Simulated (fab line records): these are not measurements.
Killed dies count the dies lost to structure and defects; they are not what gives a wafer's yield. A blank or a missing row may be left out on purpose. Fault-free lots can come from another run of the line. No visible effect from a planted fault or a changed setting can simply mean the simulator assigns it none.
Matching of chambers || flow n5 finfet || 4 sister chambers for N5_HKMG_FIN_CMP_23 on cmp-01
The step polishes, stops on SiNx, t overpolish 10 s, target thk 46.326 nm. 4 wafers are shown with their chamber, then 10 later ones without.

EACH WAFER AND ITS CHAMBER
{"wafer": "L082.5", "chamber": 2, "motor current A (A)": 12.2}
{"wafer": "L084.1", "chamber": 1, "motor current A (A)": 13.1}
{"wafer": "L087.2", "chamber": 0, "motor current A (A)": 15.5}
{"wafer": "L087.3", "chamber": 3, "motor current A (A)": 12.7}

WAFERS WITHOUT THEIR CHAMBER
{"wafer": "L087.5", "motor current A (A)": 12.3}
{"wafer": "L089.1", "motor current A (A)": 12.1}
{"wafer": "L089.2", "motor current A (A)": 15.1}
{"wafer": "L089.3", "motor current A (A)": 12.9}
{"wafer": "L090.1", "motor current A (A)": 12.0}
{"wafer": "L090.5", "motor current A (A)": 15.4}
{"wafer": "L090.6", "motor current A (A)": 12.8}
{"wafer": "L095.1", "motor current A (A)": 11.8}
{"wafer": "L095.2", "motor current A (A)": 11.9}
{"wafer": "L095.4", "motor current A (A)": 12.5}

THE CHAMBER EACH PASSED THROUGH
{"wafer": "L087.5", "from the rows above": "can't be placed: 2 or 3", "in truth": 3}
{"wafer": "L089.1", "from the rows above": 2, "in truth": 2}
{"wafer": "L089.2", "from the rows above": 0, "in truth": 0}
{"wafer": "L089.3", "from the rows above": "can't be placed: 1 or 3", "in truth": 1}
{"wafer": "L090.1", "from the rows above": 2, "in truth": 2}
{"wafer": "L090.5", "from the rows above": 0, "in truth": 0}
{"wafer": "L090.6", "from the rows above": "can't be placed: 3 or 1", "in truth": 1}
{"wafer": "L095.1", "from the rows above": 2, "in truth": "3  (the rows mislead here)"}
{"wafer": "L095.2", "from the rows above": 2, "in truth": 2}
{"wafer": "L095.4", "from the rows above": "can't be placed: 3 or 2 or 1", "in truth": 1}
Placed correctly: 5 of 10. Not placeable from these rows: 4 (in 4, the candidates include the true chamber). Number placed wrongly: 1.
How it was worked out, from the rows above alone: a wafer's distance from a chamber is the root of the sum, over the readings, of the square of ((its reading less the chamber's mean) divided by the reading's scatter). The wafer belongs to the nearest chamber; if the next one is less than 2 further off, it can't be placed. The mean given for a chamber averages the wafers shown for that chamber. The scatter: with one shown wafer a chamber, the root of the mean of the squares of how far each hidden wafer lies from its nearest shown one.
